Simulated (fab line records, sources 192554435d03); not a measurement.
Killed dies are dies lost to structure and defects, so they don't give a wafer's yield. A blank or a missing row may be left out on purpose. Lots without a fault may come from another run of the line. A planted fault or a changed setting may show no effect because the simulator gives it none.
Split-lot experiment | flow n5_finfet | 7 lots, 21 wafers read, on a route of 1938 steps

THE SPLIT
At N5_BEOL_M0_ETCH_138 (etches SiCN in CH3F/O2, target depth 12 nm, time 31.6 s), the setting source_w was moved away from the recipe's 395 W on 8 of the 21 wafers read, by -11.8% to +15.6%. The other wafers ran this setting at the recipe's value.

The reading is taken at the split's own step.

THE READING
rf_vpp_V, in V, at N5_BEOL_M0_ETCH_138 (etches SiCN in CH3F/O2, target depth 12 nm, time 31.6 s). Fault-free wafers of this fab line usually give 297.3 V, standard deviation 1.7 V.

wafer  | tool, chamber at the split | source_w as run, W | against the recipe | rf_vpp_V, V | against lot-mates on the recipe
L077.3 | rie_diel-02, 1             | 456.7              | +15.6%             | 281.4       | -16.5
L077.5 | rie_diel-02, 0             | 395                | recipe             | 297.9       | -
L077.6 | rie_diel-02, 3             | 456.7              | +15.6%             | 284.8       | -13.1
L078.1 | rie_diel-06, 1             | 395                | recipe             | 297.3       | -
L078.2 | rie_diel-06, 2             | 435.2              | +10.2%             | 288.8       | -9.5
L078.6 | rie_diel-06, 0             | 395                | recipe             | 299.3       | -
L082.3 | rie_diel-06, 2             | 348.2              | -11.8%             | 311.9       | +11.8
L082.4 | rie_diel-06, 0             | 395                | recipe             | 300.3       | -
L082.5 | rie_diel-06, 0             | 395                | recipe             | 299.8       | -
L090.1 | rie_diel-01, 3             | 395                | recipe             | 295.8       | -
L090.3 | rie_diel-01, 1             | 395                | recipe             | 297.8       | -
L090.6 | rie_diel-01, 2             | 395                | recipe             | 297.7       | -
L092.1 | rie_diel-02, 1             | 395                | recipe             | 295.5       | -
L092.2 | rie_diel-02, 3             | 395                | recipe             | 299.5       | -
L092.6 | rie_diel-02, 0             | 395                | recipe             | 300.2       | -
L095.3 | rie_diel-01, 1             | 365.6              | -7.4%              | 302.3       | +3.4
L095.5 | rie_diel-01, 1             | 365.6              | -7.4%              | 302.4       | +3.5
L095.6 | rie_diel-01, 2             | 395                | recipe             | 298.9       | -
L094.3 | rie_diel-01, 1             | 395                | recipe             | 295.2       | -
L094.4 | rie_diel-01, 0             | 450.4              | +14.0%             | 284.0       | -11.2
L094.6 | rie_diel-01, 3             | 450.4              | +14.0%             | 282.6       | -12.6

THE FIT
A straight line over all 21 wafers: rf_vpp_V changes by -0.966 V for each +1% of source_w; r = -0.97; the points scatter about the line by 1.9 V.
The same after taking each lot's own level away (the mean of its wafers on the recipe; 21 wafers): -0.866 V for each +1%; r = -0.97; scatter 1.6 V.
On that fit, the largest move of source_w shifts the reading by 14 V.
The lots' own levels span 295.20 to 300.05 V, that is 2.9 times the standard deviation above.
So the lot-to-lot level changes the slope: the two fits differ.
Check: with one of the wafers moved furthest among these (+15.6%) left out of the fit, the line predicts -13.2 V for it against its lot-mates. It came out at -16.5 V against them.
Tool readings at the split's step, against how far the setting was moved: rf_vpp_V r = -0.97.

OTHER SPLITS ON THESE WAFERS
These wafers also went through other splits before the reading. Each is held against what the fit with the lots' levels taken away leaves over:
other split on the same wafers       | wafers away from the commonest value | r with rf_vpp_V (lot level and that fit taken away)
N5_MOL_CONTACT_COAG_STRIP_108 temp_c | 9                                    | +0.08
N5_BEOL_M0_SAQP_PECVD_04 time_s      | 6                                    | -0.19
N5_BEOL_M0_SAQP_COAT_82 spin_rpm     | 5                                    | +0.15

THE FILE'S OWN FIT
rf_vpp_V changes by -0.89 V for each +1% of source_w, r = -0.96.
